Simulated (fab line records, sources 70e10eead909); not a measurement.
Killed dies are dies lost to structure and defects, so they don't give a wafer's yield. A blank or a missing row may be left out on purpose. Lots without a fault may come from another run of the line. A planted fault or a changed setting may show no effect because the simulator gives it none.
A struck lot beside a sound one | flow nand_harc | 14 steps out of a route of 1302
Sound: wafers L240.3, L240.4, L240.6. Struck: wafers L246.1, L246.3. The cause comes at the end.
At each step with rows: each side's tool, then ch and its chambers, then its first start. Under that, the readings that differ: sound wafers | struck wafers | difference of the means | sigmas: that difference in standard deviations of wafers without a fault.
alike: readings whose means differ by less than 2 such deviations, and words and numbers that are the same on both sides. not compared: withheld readings, readings that some wafer has no value for, bounds like >300 that may hide the same value, and numbers for which the record gives no deviation and whose values overlap.
The two part at a step that has a row with sigmas, a row that says differs or no value, or rows on one side only. Numbers that don't overlap but have no deviation are shown without sigmas and don't part them. A reading that every wafer of one side lacks parts them only if that side has two wafers or more.

NHARC_A_WL_FILL_CVD_03: deposits W, target thk 40 nm, time 279 s.
  sound on cvd_w-02 ch 0,1, day 22 01:04; struck on cvd_w-02 ch 0,1, day 25 06:57
  alike: heater_power_w, throttle_valve_pct
NHARC_A_WL_FILL_ETCHBACK_04: etches the open film in NF3, target depth 60 nm, time 120 s.
  sound on rie_metal-03 ch 0,1, day 22 01:24; struck on rie_metal-03 ch 0,1, day 25 07:16
  alike: drypump_motor_current_A, he_backside_leak_sccm, oes_product_au, run_length_s
  not compared: rf_hours_counter_h
NHARC_A_WL_FILL_ETCHBACK_05: etches the open film in Cl2/BCl3, target depth 22 nm, time 60 s.
  sound on rie_metal-03 ch 0,1, day 22 01:36; struck on rie_metal-03 ch 0,1, day 25 07:32
  alike: drypump_motor_current_A, he_backside_leak_sccm, oes_product_au, run_length_s
  not compared: rf_hours_counter_h
NHARC_A_WL_FILL_STRIP_27: strips in N2/H2, time 20 s.
  sound on plasma_asher-01 ch 0,1, day 22 01:46; struck on plasma_asher-01 ch 0,1, day 25 07:39
  alike: drypump_motor_current_A, heater_power_w
  not compared: rf_hours_counter_h
then, 5 steps without rows for these wafers: NHARC_A_WL_FILL_STRIP_28 (strips in post etch residue remover, time 1200 s); NHARC_A_WL_FILL_PRECLEAN_06 (cleans in DIW, time 300 s); NHARC_A_WL_FILL_SRD_07; NHARC_A_WL_FILL_ANNEAL_08 (time 1800 s); NHARC_A_WL_FILL_ALD_10 (deposits SiO2, target thk 50 nm, pulse time 10 s, ald cycles 500).
NHARC_A_WL_FILL_ETCHBACK_16: etches the open film in C4F8/O2/Ar, target depth 120 nm, time 24 s.
  sound on rie_diel-04 ch 0,1,2; struck on rie_diel-12 ch 1,3
  alike: oes_product_au, rf_vpp_V, run_length_s
  not compared: rf_hours_counter_h
then, 1 step without rows for these wafers: NHARC_A_WL_FILL_STRIP_29 (strips in O2, time 20 s).
NHARC_A_WL_FILL_ETCHBACK_17: etches the open film in Cl2/BCl3, target depth 4 nm, time 26.7 s.
  sound on rie_metal-01 ch 0,1, day 22 12:31; struck on rie_metal-03 ch 0, day 25 17:45
  reading               | sound             | struck      | difference | sigmas
  oes_product_au (a.u.) | 1.007 1.005 1.005 | 0.985 0.981 | -0.023     | -2
  run_length_s (s)      | 48.25 48.48 48.00 | 45.99 45.67 | -2.41      | -8
  alike: drypump_motor_current_A, he_backside_leak_sccm
  not compared: rf_hours_counter_h
then, 1 step without rows for these wafers: NHARC_A_WL_FILL_PRECLEAN_18 (cleans in dHF, time 30 s).
NHARC_END_SORT_01:
  the record has rows for the sound wafers here (prober-01 ch 0, day 25 21:08) and none for the struck ones

WHERE THEY PART
First at NHARC_A_WL_FILL_ETCHBACK_17; last, within this record, at NHARC_END_SORT_01.

WHY: what the simulator had put in
Process parameter drift: rie_metal-03, from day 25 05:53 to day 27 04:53, at NHARC_A_WL_FILL_ETCHBACK_17. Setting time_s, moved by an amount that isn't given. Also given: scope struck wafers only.
